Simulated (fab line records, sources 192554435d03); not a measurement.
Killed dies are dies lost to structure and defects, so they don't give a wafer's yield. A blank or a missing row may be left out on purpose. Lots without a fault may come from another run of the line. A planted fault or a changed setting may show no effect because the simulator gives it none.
fab line records | flow n5_finfet
record lots=10 wafers=30 last_day=19
route steps=1938 shown BEOL_M10@1525 BEOL_M11@1536
lots that met no fault: from a run of the same line without faults
start_h: hours from the record's first day to the start of the lot's first wafer shown | wait_h: hours since the lot's step before | " the same as in the row above | L1.1+2: a row that stands for several wafers | - no value, or no start given | * or withheld: withheld | < > ~ a bound
route shown NAME@n: a module of which the file shows steps, and the number in the route of the first | usual: mean/standard deviation of fault-free wafers | same: alike in all rows | chamber/n: place in a boat | sites: the reading at each site | _std_site: their standard deviation | _edge_site: outer sites' mean less inner sites' | radius_mm: how far each site lies from the wafer's centre | mask NAME#n: copy n | behind: the tool/chamber that last shaped the wafer | hold: why the lot was held/for how many hours/how that ended | device: the transistor (n, p or np) that didn't switch | end of line: the same wafers' tests at the end of the route | a step without rows: its recipe alone | killed: dies lost to structure and defects at the first sort, not the wafer's yield | map: a wafer's dies, x killed, . not, _ none there
set.NAME: the setting as run; set.NAME@STEP: as run at that earlier step | model.NAME: the simulator's own value behind a step, which no gauge read
steps of the route over a sample of lots; a table a step, a row a wafer
services: from which hour (start_h, from the record's first day; less than 0 if before it) a tool's chamber was out of use, for how many hours, and why
## steps
# step N5_BEOL_M10_SURFACE_TREAT_76
# recipe gas=Ar time_s=* ion_energy_ev=* ion_current_ma_cm2=0.5 pressure_mtorr=* ar_flow_sccm=30
# usual throttle_valve_pct=*
# columns lot.wafer tool chamber start_h wait_h throttle_valve_pct
L595.3 pvd_sputter-03 - 259.24 0.2 *
L595.4 " - " " *
L595.5 " - " " *
L597.1 pvd_sputter-01 - 297.00 0.2 *
L597.4 " - " " *
L597.6 " - " " *
L601.1 pvd_sputter-03 - 322.36 0.2 *
L601.2 " - " " *
L601.5 " - " " *
L602.1 pvd_sputter-01 - 326.03 1.8 *
L602.3 " - " " *
L602.4 " - " " *
L604.1 pvd_sputter-01 - 330.70 0.2 *
L604.5 " - " " *
L604.6 " - " " *
L605.3 pvd_sputter-02 - 336.29 0.2 *
L605.5 " - " " *
L605.6 " - " " *
L611.2 pvd_sputter-02 - 374.13 0.7 *
L611.4 " - " " *
L611.5 " - " " *
L612.1 pvd_sputter-01 - 376.31 0.2 *
L612.3 " - " " *
L612.4 " - " " *
L618.1 pvd_sputter-01 - 409.28 0.2 *
L618.2 " - " " *
L618.6 " - " " *
L600.1 pvd_sputter-01 - 409.44 0.2 *
L600.2 " - " " *
L600.6 " - " " *
# step N5_BEOL_M11_ILD_DEP_00
# recipe material=SiCOH_lowk target_thk_a=3085.1 temp_c=300 precursor=DEMS/porogen pressure_torr=5 rf_w=500 time_s=58
# usual heater_power_w=327/56 showerhead_plenum_p_Torr=5.738/0.015 throttle_valve_pct=13.7/0.54
# columns lot.wafer tool chamber start_h wait_h heater_power_w showerhead_plenum_p_Torr since_wet_clean_h throttle_valve_pct
L595.3 pecvd-03 1 260.47 0.0 283 5.754 1508 13.6
L595.4 " 0 " " 229 5.753 - 13.9
L595.5 " 2 " " 406 5.729 - 12.7
L597.1 pecvd-03 0 298.56 0.0 258 5.761 821 13.8
L597.4 " 0 " " 266 5.759 - 14.0
L597.6 " 2 " " 400 5.735 - 12.9
L601.1 pecvd-01 1 323.82 0.0 349 5.730 1753 14.3
L601.2 " 2 " " 339 5.715 263 13.0
L601.5 " 1 " " 383 5.722 - 14.3
L602.1 pecvd-04 1 327.49 0.0 413 5.757 1938 14.0
L602.3 " 2 " " 323 5.732 454 13.7
L602.4 " 0 " " 303 5.742 - 13.8
L604.1 pecvd-03 0 331.92 0.0 280 5.764 855 13.8
L604.5 " 1 " " 293 5.759 - 13.5
L604.6 " 2 " " 412 5.734 - 13.1
L605.3 pecvd-04 1 337.54 0.0 393 5.748 1948 14.5
L605.5 " 0 " " 237 5.745 - 14.1
L605.6 " 2 " " 334 5.708 - 13.6
L611.2 pecvd-01 0 375.57 0.0 263 5.751 37 12.3
L611.4 " 1 " " 414 5.717 - 14.3
L611.5 " 2 " " 316 5.717 - 13.0
L612.1 pecvd-01 0 379.30 0.0 297 5.744 41 12.6
L612.3 " 1 " " 394 5.728 1808 14.1
L612.4 " 1 " " 409 5.735 - 14.2
L618.1 pecvd-01 2 410.55 0.0 320 5.725 350 13.0
L618.2 " 1 " " 377 5.709 1839 14.3
L618.6 " 0 " " 291 5.742 - 12.5
L600.1 pecvd-01 0 410.79 0.0 320 5.741 72 12.5
L600.2 " 2 " " 362 5.719 350 13.3
L600.6 " 2 " " 280 5.725 - 13.4
# step N5_BEOL_M11_EXPOSE_08
# recipe mask_id=M11 na=1.35 source_shape=dipole sigma_inner=0.411 sigma_outer=0.611 polarization=te dose_mj=53.75
# usual focus_offset_nm=0.1/0.54
# same dipole_opening_deg=40
# columns lot.wafer tool chamber start_h wait_h mask focus_offset_nm
L595.3 arfi_scanner-03 0 262.08 - M11#0 -0.2
L595.4 " 0 " " M11#0 -0.3
L595.5 " 0 " " M11#0 -0.7
L597.1 arfi_scanner-03 0 300.52 - M11#0 0.3
L597.4 " 0 " " M11#0 0.0
L597.6 " 0 " " M11#0 0.3
L601.1 arfi_scanner-02 0 327.33 - M11#0 0.1
L601.2 " 0 " " M11#0 0.2
L601.5 " 0 " " M11#0 0.1
L602.1 arfi_scanner-01 0 329.44 - M11#0 -0.3
L602.3 " 0 " " M11#0 -0.1
L602.4 " 0 " " M11#0 -0.2
L604.1 arfi_scanner-02 0 333.12 - M11#0 -0.4
L604.5 " 0 " " M11#0 -0.4
L604.6 " 0 " " M11#0 -0.8
L605.3 arfi_scanner-02 0 340.90 - M11#0 0.1
L605.5 " 0 " " M11#0 0.2
L605.6 " 0 " " M11#0 0.5
L611.2 arfi_scanner-03 0 379.53 - M11#0 0.2
L611.4 " 0 " " M11#0 0.6
L611.5 " 0 " " M11#0 1.3
L612.1 arfi_scanner-03 0 381.29 - M11#0 0.6
L612.3 " 0 " " M11#0 0.1
L612.4 " 0 " " M11#0 1.3
L618.1 arfi_scanner-03 0 412.71 - M11#0 1.4
L618.2 " 0 " " M11#0 1.5
L618.6 " 0 " " M11#0 0.7
L600.1 arfi_scanner-03 0 412.75 - M11#0 1.1
L600.2 " 0 " " M11#0 0.1
L600.6 " 0 " " M11#0 1.0
# step N5_BEOL_M11_OVL_MEAS_12
# recipe points_per_wafer=44
# usual M11_OVL=-0.6/0.83
# columns lot.wafer tool chamber start_h wait_h M11_OVL[nm]
L595.3 overlay-02 0 262.23 0.0 0.2
L595.4 " 0 " " -1.1
L595.5 " 0 " " 0.1
L597.1 overlay-01 0 300.68 0.0 0.0
L597.4 " 0 " " 0.5
L597.6 " 0 " " 0.7
L601.1 overlay-02 0 327.48 0.0 12.2
L601.2 " 0 " " 12.2
L601.5 " 0 " " 11.4
L602.1 overlay-01 0 329.60 0.0 -0.7
L602.3 " 0 " " -2.2
L602.4 " 0 " " -0.9
L604.1 overlay-01 0 333.28 0.0 13.0
L604.5 " 0 " " 11.8
L604.6 " 0 " " 12.2
L605.3 overlay-01 0 341.05 0.0 11.8
L605.5 " 0 " " 12.5
L605.6 " 0 " " 11.0
L611.2 overlay-01 0 379.69 0.0 -1.4
L611.4 " 0 " " -0.8
L611.5 " 0 " " -0.9
L612.1 overlay-02 0 381.44 0.0 -0.3
L612.3 " 0 " " -0.4
L612.4 " 0 " " 0.5
L618.1 overlay-01 0 412.87 0.0 -0.9
L618.2 " 0 " " -0.8
L618.6 " 0 " " -0.1
L600.1 overlay-02 0 412.90 0.0 0.4
L600.2 " 0 " " -0.3
L600.6 " 0 " " 0.3
# step N5_BEOL_M11_ETCH_62
# recipe chemistry=N2/H2 target=SOC target_depth_a=1100 overetch_a=220 mask_material=SiARC temp_c=40 time_s=165 ion_energy_ev=200 pressure_mtorr=30 source_w=840 bias_w=150 n2_flow_sccm=200 h2_flow_sccm=200
# usual drypump_motor_current_A=6.0/0.53 oes_product_au=0.66/0.054 rf_vpp_V=523.6/2.3 showerhead_plenum_p_Torr=2.53/0.088 throttle_valve_pct=17.98/0.17
# columns lot.wafer tool chamber start_h wait_h drypump_motor_current_A oes_product_au rf_hours_counter_h rf_vpp_V showerhead_plenum_p_Torr throttle_valve_pct
L595.3 rie_diel-06 3 262.37 0.0 5.2 0.67 78 525.0 2.57 18.14
L595.4 " 0 " " 6.4 0.58 244 524.4 2.61 18.26
L595.5 " 3 " " 5.2 0.68 - 524.7 2.57 18.13
L597.1 rie_diel-01 0 301.50 0.0 6.6 0.65 129 522.5 2.44 18.17
L597.4 " 3 " " 6.0 0.74 43 522.0 2.47 17.85
L597.6 " 0 " " 6.6 0.66 - 521.8 2.44 18.16
L601.1 rie_diel-01 2 327.63 0.0 6.4 0.70 61 526.2 2.69 18.12
L601.2 " 3 " " 6.0 0.73 50 522.3 2.47 17.86
L601.5 " 2 " " 6.4 0.70 - 528.4 2.69 18.13
L602.1 rie_diel-03 0 329.89 0.0 5.6 0.59 235 523.1 2.50 18.10
L602.3 " 3 " " 5.4 0.71 80 523.5 2.57 17.92
L602.4 " 1 " " 6.1 0.60 190 521.9 2.42 17.67
L604.1 rie_diel-01 0 333.43 0.0 6.6 0.65 138 522.1 2.44 18.19
L604.5 " 3 " " 6.0 0.73 - 521.8 2.47 17.86
L604.6 " 0 " " 6.6 0.64 - 521.6 2.44 18.19
L605.3 rie_diel-06 0 341.19 0.0 6.4 0.77 12 525.8 2.60 17.87
L605.5 " 2 " " 6.5 0.63 - 521.0 2.42 18.01
L605.6 " 3 " " 5.2 0.66 - 523.6 2.56 18.18
L611.2 rie_diel-03 2 379.88 0.0 5.0 0.61 200 526.3 2.62 17.95
L611.4 " 3 " " 5.4 0.70 94 523.4 2.57 17.95
L611.5 " 3 " " 5.4 0.70 - 524.1 2.57 17.97
L612.1 rie_diel-03 3 381.59 0.0 5.4 0.69 95 524.5 2.57 17.96
L612.3 " 1 " " 6.1 0.60 203 519.7 2.42 17.69
L612.4 " 0 " " 5.6 0.58 249 522.2 2.50 18.12
L618.1 rie_diel-06 2 413.01 0.0 6.4 0.62 219 519.9 2.41 18.03
L618.2 " 0 " " 6.4 0.74 35 525.0 2.59 17.93
L618.6 " 2 " " 6.4 0.61 - 521.5 2.41 18.03
L600.1 rie_diel-03 3 413.09 0.0 5.4 0.69 106 524.0 2.56 17.99
L600.2 " 2 " " 5.0 0.61 212 525.7 2.62 17.96
L600.6 " 1 " " 6.1 0.59 - 520.4 2.41 17.70
## services
# columns tool chamber start_h hours kind
pecvd-01 - 242.61 1.4 repair
rie_diel-01 2 247.05 9.9 repair
arfi_scanner-02 - 247.76 1.0 pm
pecvd-01 1 252.95 6.0 repair
arfi_scanner-02 - 254.07 1.3 pm
arfi_scanner-02 - 258.24 0.8 pm
arfi_scanner-03 - 274.78 1.3 pm
rie_diel-06 3 281.08 5.0 repair
rie_diel-06 1 284.55 4.9 repair
rie_diel-03 - 293.56 16.0 repair
arfi_scanner-02 - 294.68 0.4 repair
arfi_scanner-02 - 295.73 10.5 repair
arfi_scanner-03 - 323.01 5.5 pm
arfi_scanner-03 - 329.41 1.0 pm
arfi_scanner-02 - 333.18 2.4 repair
arfi_scanner-02 - 343.82 3.9 pm
arfi_scanner-02 - 351.34 1.1 repair
arfi_scanner-03 - 358.78 1.0 pm
arfi_scanner-02 - 376.19 36.0 pm
pecvd-01 - 377.70 0.5 repair
arfi_scanner-03 - 383.68 0.8 pm
arfi_scanner-03 - 395.37 3.1 pm
arfi_scanner-03 - 400.28 1.3 pm
rie_diel-03 - 403.77 0.4 repair
## key
first_sign step=N5_BEOL_M11_OVL_MEAS_12 reading=M11_OVL direction=up sigmas=15 usual=-0.6 struck=12.0
effect none on later readings
met_at N5_BEOL_M11_EXPOSE_08
struck_lots L601,L604,L605
not_acting_at N5_BEOL_M10_SURFACE_TREAT_76,N5_BEOL_M11_ILD_DEP_00,N5_BEOL_M11_ETCH_62
fault kind=scanner_matching_overlay tool=arfi_scanner-02 chamber=- onset_h=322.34 steps=N5_BEOL_M11_EXPOSE_08 offset=12.042
